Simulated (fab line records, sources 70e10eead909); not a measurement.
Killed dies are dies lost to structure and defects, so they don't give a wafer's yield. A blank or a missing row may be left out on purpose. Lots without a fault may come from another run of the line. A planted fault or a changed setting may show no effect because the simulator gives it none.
Chamber matching | flow nand_harc | NHARC_A_CHANNEL_HOLE_D1_ETCH_44 on rie_diel-06: 4 sister chambers
The step etches the open film in CF4/O2, target depth 140 nm, overetch 14 nm, time 77 s. 42 wafers are shown with their chamber, then 12 later ones without.

WAFERS WITH THEIR CHAMBER
wafer  | chamber | drypump_motor_current_A (A) | showerhead_plenum_p_Torr (Torr) | rf_vpp_V (V)
L074.2 | 1       | 5.7                         | 1.31                            | 196.5
L074.3 | 3       | 5.5                         | 1.41                            | 199.1
L074.5 | 2       | 4.7                         | 1.31                            | 198.4
L075.1 | 2       | 4.7                         | 1.30                            | 197.7
L075.2 | 1       | 5.6                         | 1.31                            | 197.0
L075.4 | 3       | 5.5                         | 1.41                            | 198.6
L076.1 | 1       | 5.7                         | 1.31                            | 199.4
L076.2 | 0       | 6.1                         | 1.26                            | 195.9
L076.6 | 0       | 6.1                         | 1.26                            | 195.6
L078.2 | 0       | 6.1                         | 1.26                            | 196.8
L078.3 | 1       | 5.7                         | 1.30                            | 197.7
L078.6 | 1       | 5.6                         | 1.30                            | 197.5
L079.1 | 1       | 5.6                         | 1.30                            | 196.8
L079.3 | 0       | 6.1                         | 1.26                            | 196.1
L079.6 | 1       | 5.6                         | 1.30                            | 196.7
L080.2 | 2       | 4.7                         | 1.30                            | 197.6
L080.3 | 0       | 6.1                         | 1.26                            | 195.1
L080.5 | 1       | 5.6                         | 1.30                            | 197.2
L081.3 | 2       | 4.7                         | 1.30                            | 197.8
L081.5 | 2       | 4.7                         | 1.30                            | 197.7
L081.6 | 1       | 5.7                         | 1.30                            | 196.9
L082.2 | 3       | 5.5                         | 1.41                            | 198.8
L082.3 | 2       | 4.7                         | 1.30                            | 197.9
L082.4 | 0       | 6.1                         | 1.25                            | 197.7
L084.1 | 3       | 5.5                         | 1.41                            | 199.6
L084.2 | 1       | 5.7                         | 1.30                            | 196.7
L084.4 | 0       | 6.1                         | 1.25                            | 195.3
L085.1 | 3       | 5.5                         | 1.41                            | 198.7
L085.3 | 0       | 6.1                         | 1.25                            | 196.7
L085.6 | 2       | 4.7                         | 1.30                            | 197.8
L086.1 | 0       | 6.1                         | 1.25                            | 195.8
L086.5 | 3       | 5.5                         | 1.41                            | 199.8
L086.6 | 2       | 4.7                         | 1.30                            | 196.7
L088.3 | 1       | 5.7                         | 1.30                            | 197.0
L088.5 | 2       | 4.7                         | 1.30                            | 197.9
L088.6 | 3       | 5.5                         | 1.41                            | 199.5
L089.3 | 3       | 5.5                         | 1.41                            | 198.8
L089.4 | 1       | 5.7                         | 1.30                            | 197.1
L089.6 | 3       | 5.5                         | 1.41                            | 199.9
L090.2 | 0       | 6.1                         | 1.25                            | 196.5
L090.4 | 1       | 5.7                         | 1.30                            | 196.9
L090.5 | 1       | 5.7                         | 1.30                            | 197.1

SIGNATURES (means of the wafers above)
reading                  | chamber 0 | chamber 1 | chamber 2 | chamber 3 | scatter within a chamber
drypump_motor_current_A  | 6.100     | 5.664     | 4.700     | 5.500     | 0.0291
showerhead_plenum_p_Torr | 1.2550    | 1.3021    | 1.3011    | 1.4100    | 0.00389
rf_vpp_V                 | 196.150   | 197.179   | 197.722   | 199.200   | 0.645
Rule: a wafer's distance from a chamber is the root of the sum, over the readings, of the square of ((its reading less the chamber's mean) divided by the reading's scatter). The wafer belongs to the nearest chamber; if the next one is less than 2 further off, it can't be placed. The scatter: the root of (the sum of the squares of (reading less its chamber's mean) over the shown wafers, divided by (wafers less chambers)).

WAFERS WITHOUT THEIR CHAMBER
wafer  | drypump_motor_current_A (A) | showerhead_plenum_p_Torr (Torr) | rf_vpp_V (V)
L092.4 | 4.7                         | 1.30                            | 197.8
L092.5 | 6.1                         | 1.25                            | 196.3
L092.6 | 5.5                         | 1.41                            | 197.9
L093.1 | 5.5                         | 1.41                            | 198.8
L093.3 | 5.7                         | 1.30                            | 198.0
L093.4 | 6.1                         | 1.25                            | 194.5
L094.1 | 5.7                         | 1.30                            | 197.6
L094.2 | 5.5                         | 1.41                            | 200.2
L094.3 | 6.1                         | 1.25                            | 196.0
L097.2 | 5.7                         | 1.30                            | 195.9
L097.3 | 4.7                         | 1.30                            | 197.4
L097.5 | 4.7                         | 1.30                            | 194.2

WHICH CHAMBER EACH WENT THROUGH
wafer  | from the rows above | in truth
L092.4 | 2                   | 2
L092.5 | 0                   | 0
L092.6 | 3                   | 3
L093.1 | 3                   | 3
L093.3 | 1                   | 1
L093.4 | 0                   | 0
L094.1 | 1                   | 1
L094.2 | 3                   | 3
L094.3 | 0                   | 0
L097.2 | 1                   | 1
L097.3 | 2                   | 2
L097.5 | 2                   | 2
Placed correctly: 12 of 12. Can't be placed from these rows: 0. Placed wrongly: 0.
